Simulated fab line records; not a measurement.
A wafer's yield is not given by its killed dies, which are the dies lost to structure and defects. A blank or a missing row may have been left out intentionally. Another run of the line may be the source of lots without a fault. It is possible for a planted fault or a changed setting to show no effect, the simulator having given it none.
What tool caused it? || flow nand harc || Sampling: 6 lots, 18 wafers, 5 of 1302 route steps

## WHAT THE GAUGES READ, wafer by wafer
NHARC_END_SORT_01.
{"lot": "L538", "measured": "day 25 08:20", "on": "prober-02", "killed at periphery": "4 3 0"}
{"lot": "L549", "measured": "day 30 12:36", "on": "prober-02", "killed at periphery": "573 581 580"}
{"lot": "L558", "measured": "day 34 03:35", "on": "prober-02", "killed at periphery": "3 4 3"}

## TOOL THAT RAN EACH LOT (tool first, then ch and the chambers of the sampled wafers, then the start)
{"lot": "L538", "NHARC_P_ZERO_WELL_EXPOSE_34": "krf scanner-02 ch 0, day 3 05:50", "NHARC_A_BONDPAD_CMP_29": "cmp-03 ch 0,1, day 23 14:46", "NHARC_A_BONDPAD_ETCH_24": "rie diel-09 ch 1,2, day 23 17:55 or earlier", "NHARC_A_BONDPAD_CMP_19": "cmp-02 ch 1,2,3, day 23 17:55"}
{"lot": "L540", "NHARC_P_ZERO_WELL_EXPOSE_34": "krf scanner-04 ch 0, day 4 02:31", "NHARC_A_BONDPAD_CMP_29": "cmp-03 ch 2,3, day 24 14:19", "NHARC_A_BONDPAD_ETCH_24": "rie diel-11 ch 1,2, day 24 17:17 or earlier", "NHARC_A_BONDPAD_CMP_19": "cmp-02 ch 0,1,3, day 24 17:17"}
{"lot": "L542", "NHARC_P_ZERO_WELL_EXPOSE_34": "krf scanner-04 ch 0, day 4 22:05", "NHARC_A_BONDPAD_CMP_29": "cmp-02 ch 0,1,3, day 26 05:30", "NHARC_A_BONDPAD_ETCH_24": "rie diel-07 ch 0,1,3, day 26 08:31 or earlier", "NHARC_A_BONDPAD_CMP_19": "cmp-02 ch 0,1, day 26 08:31"}
{"lot": "L549", "NHARC_P_ZERO_WELL_EXPOSE_34": "krf scanner-04 ch 0, day 7 19:52", "NHARC_A_BONDPAD_CMP_29": "cmp-02 ch 0,1, day 28 22:59", "NHARC_A_BONDPAD_ETCH_24": "rie diel-07 ch 1,2,3, day 29 00:36", "NHARC_A_BONDPAD_CMP_19": "cmp-01 ch 0,1,2, day 29 02:18"}
{"lot": "L555", "NHARC_P_ZERO_WELL_EXPOSE_34": "krf scanner-02 ch 0, day 10 07:53", "NHARC_A_BONDPAD_CMP_29": "cmp-02 ch 0,1,2, day 31 00:29", "NHARC_A_BONDPAD_ETCH_24": "rie diel-07 ch 1,2,3, day 31 03:34 or earlier", "NHARC_A_BONDPAD_CMP_19": "cmp-01 ch 1,2,3, day 31 03:34"}
{"lot": "L558", "NHARC_P_ZERO_WELL_EXPOSE_34": "krf scanner-01 ch 0, day 11 14:01", "NHARC_A_BONDPAD_CMP_29": "cmp-02 ch 2,3, day 32 20:09", "NHARC_A_BONDPAD_ETCH_24": "rie diel-09 ch 0,1,3, day 32 23:12 or earlier", "NHARC_A_BONDPAD_CMP_19": "cmp-02 ch 0,2, day 32 23:12"}
- NHARC_P_ZERO_WELL_EXPOSE_34: exposes mask P PWELL, target cd 720 nm.
- NHARC_A_BONDPAD_CMP_29: polishes SiCN, target thk 200 nm.
- NHARC_A_BONDPAD_ETCH_24: etches the open film in CF4/N2, target depth 30 nm, time 72.99 s.
- NHARC_A_BONDPAD_CMP_19: polishes, t overpolish 30 s, cu recess touch 16 s, target thk 169.82 nm.

## THE ANSWER, worked out from the rows above alone
Rule: the lots themselves supply what counts as usual. Put in order of their means at a reading, lots are off if they are a third of the lots or fewer, leave a main group of 4 or more, and stand apart from it by a gap of 3 or more times the standard deviation of the main group's means; of several such gaps the widest counts. The tables above print the reading to a certain number of digits; a main group whose means all agree to those digits is not used. A lot without any number at a reading at which 4 lots or more have one is off too. Any other lot the step has rows for is counted as sound.
Across all readings shown, no lot is off: no conclusion can be drawn from this.

## WHAT HAD BEEN PUT IN BY THE SIMULATOR
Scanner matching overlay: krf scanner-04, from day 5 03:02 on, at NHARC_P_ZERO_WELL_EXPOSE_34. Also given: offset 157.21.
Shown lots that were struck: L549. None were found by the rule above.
